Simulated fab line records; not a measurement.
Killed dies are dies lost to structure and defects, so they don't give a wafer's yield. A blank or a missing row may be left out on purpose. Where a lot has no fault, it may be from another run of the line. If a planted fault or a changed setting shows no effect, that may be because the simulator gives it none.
Matching of chambers + flow nand-harc + 4 sister chambers for NHARC_A_STAIRCASE_DESCUM_168 on rie-diel-01
The step chemistry O2, time 3 s. 16 wafers are shown with their chamber, then 8 later ones without.

## WAFERS, EACH WITH ITS CHAMBER
| wafer  | chamber | showerhead-plenum-p-Torr (Torr) | oes-product-au (a.u.) | throttle-valve-pct (%) |
|--------|---------|---------------------------------|-----------------------|------------------------|
| L074.2 | 1       | 1.94                            | 1.022                 | 11.306                 |
| L074.5 | 2       | 1.91                            | 1.004                 | 11.305                 |
| L074.6 | 1       | 1.94                            | 1.023                 | 11.305                 |
| L075.1 | 1       | 1.94                            | 1.018                 | 11.318                 |
| L075.3 | 0       | 1.91                            | 0.995                 | 11.308                 |
| L075.5 | 0       | 1.91                            | 0.992                 | 11.283                 |
| L080.1 | 0       | 1.91                            | 0.995                 | 11.304                 |
| L080.4 | 2       | 1.90                            | 0.992                 | 11.313                 |
| L080.6 | 0       | 1.91                            | 0.995                 | 11.323                 |
| L082.2 | 0       | 1.91                            | 1.004                 | 11.312                 |
| L082.3 | 2       | 1.90                            | 0.982                 | 11.303                 |
| L082.5 | 1       | 1.93                            | 1.007                 | 11.314                 |
| L082.1 | 1       | 1.93                            | 1.007                 | 11.310                 |
| L082.4 | 3       | 1.81                            | 0.999                 | 11.297                 |
| L082.6 | 0       | 1.91                            | 0.996                 | 11.315                 |
| L087.3 | 1       | 1.93                            | 1.003                 | 11.310                 |

SIGNATURES, as means of the wafers listed above
| reading                  | chamber 0 | chamber 1 | chamber 2 | chamber 3 | scatter within a chamber |
|--------------------------|-----------|-----------|-----------|-----------|--------------------------|
| showerhead-plenum-p-Torr | 1.9100    | 1.9350    | 1.9033    | 1.8100    | 0.00425                  |
| oes-product-au           | 0.99617   | 1.01333   | 0.99267   | 0.99900   | 0.00765                  |
| throttle-valve-pct       | 11.30750  | 11.31050  | 11.30700  | 11.29700  | 0.0096                   |
Rule: a wafer's distance from a chamber is the root of the sum, over the readings, of the square of ((its reading less the chamber's mean) divided by the reading's scatter). The wafer belongs to the nearest chamber; if the next one is less than 2 further off, it can't be placed. The scatter: take each reading less its chamber's mean, square it, sum over the shown wafers, divide by the number of wafers less the number of chambers, and take the root.

## WAFERS WITHOUT THEIR CHAMBER
| wafer  | showerhead-plenum-p-Torr (Torr) | oes-product-au (a.u.) | throttle-valve-pct (%) |
|--------|---------------------------------|-----------------------|------------------------|
| L087.5 | 1.93                            | 1.005                 | 11.315                 |
| L087.6 | 1.90                            | 0.993                 | 11.313                 |
| L089.2 | 1.89                            | 0.989                 | 11.315                 |
| L089.3 | 1.80                            | 1.006                 | 11.308                 |
| L089.5 | 1.80                            | 0.994                 | 11.320                 |
| L090.2 | 1.93                            | 1.016                 | 11.313                 |
| L090.3 | 1.90                            | 0.990                 | 11.313                 |
| L090.6 | 1.93                            | 1.014                 | 11.306                 |

## EACH ONE'S CHAMBER
| wafer  | from the rows above     | in truth |
|--------|-------------------------|----------|
| L087.5 | 1                       | 1        |
| L087.6 | can't be placed: 2 or 0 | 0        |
| L089.2 | can't be placed: 2 or 0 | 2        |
| L089.3 | 3                       | 3        |
| L089.5 | 3                       | 3        |
| L090.2 | 1                       | 1        |
| L090.3 | can't be placed: 2 or 0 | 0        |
| L090.6 | 1                       | 1        |
5 of 8 placed correctly. Not placeable from these rows: 3 (in 3, the candidates include the true chamber). Placed wrongly: 0.
